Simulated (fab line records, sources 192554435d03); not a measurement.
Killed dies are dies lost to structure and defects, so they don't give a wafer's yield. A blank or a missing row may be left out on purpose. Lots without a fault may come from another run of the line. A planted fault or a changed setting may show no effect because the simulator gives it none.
Chamber matching | flow n5_finfet | N5_SDB_STRIP_21 on rie_diel-04: 4 sister chambers
The step strips in CF4. 4 wafers are shown with their chamber, then 7 later ones without.

WAFERS WITH THEIR CHAMBER
wafer  | chamber | drypump_motor_current_A (A)
L081.6 | 3       | 6.4
L083.4 | 2       | 5.5
L092.1 | 1       | 5.3
L092.2 | 0       | 6.4

WAFERS WITHOUT THEIR CHAMBER
wafer  | drypump_motor_current_A (A)
L092.5 | 5.3
L093.1 | 5.4
L093.3 | 5.3
L093.5 | 5.4
L094.1 | 6.4
L094.4 | 5.3
L094.5 | 5.4

WHICH CHAMBER EACH WENT THROUGH
wafer  | from the rows above     | in truth
L092.5 | 1                       | 1
L093.1 | can't be placed: 2 or 1 | 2
L093.3 | 1                       | 1
L093.5 | can't be placed: 2 or 1 | 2
L094.1 | can't be placed: 0 or 3 | 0
L094.4 | 1                       | 1
L094.5 | can't be placed: 2 or 1 | 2
Placed correctly: 3 of 7. Can't be placed from these rows: 4 (the true chamber is among the candidates in 4). Placed wrongly: 0.
How it was worked out, from the rows above alone: a wafer's distance from a chamber is the root of the sum, over the readings, of the square of ((its reading less the chamber's mean) divided by the reading's scatter). The wafer belongs to the nearest chamber; if the next one is less than 2 further off, it can't be placed. A chamber's mean is the mean of its shown wafers. The scatter: with one shown wafer a chamber, the root of the mean of the squares of how far each hidden wafer lies from its nearest shown one.
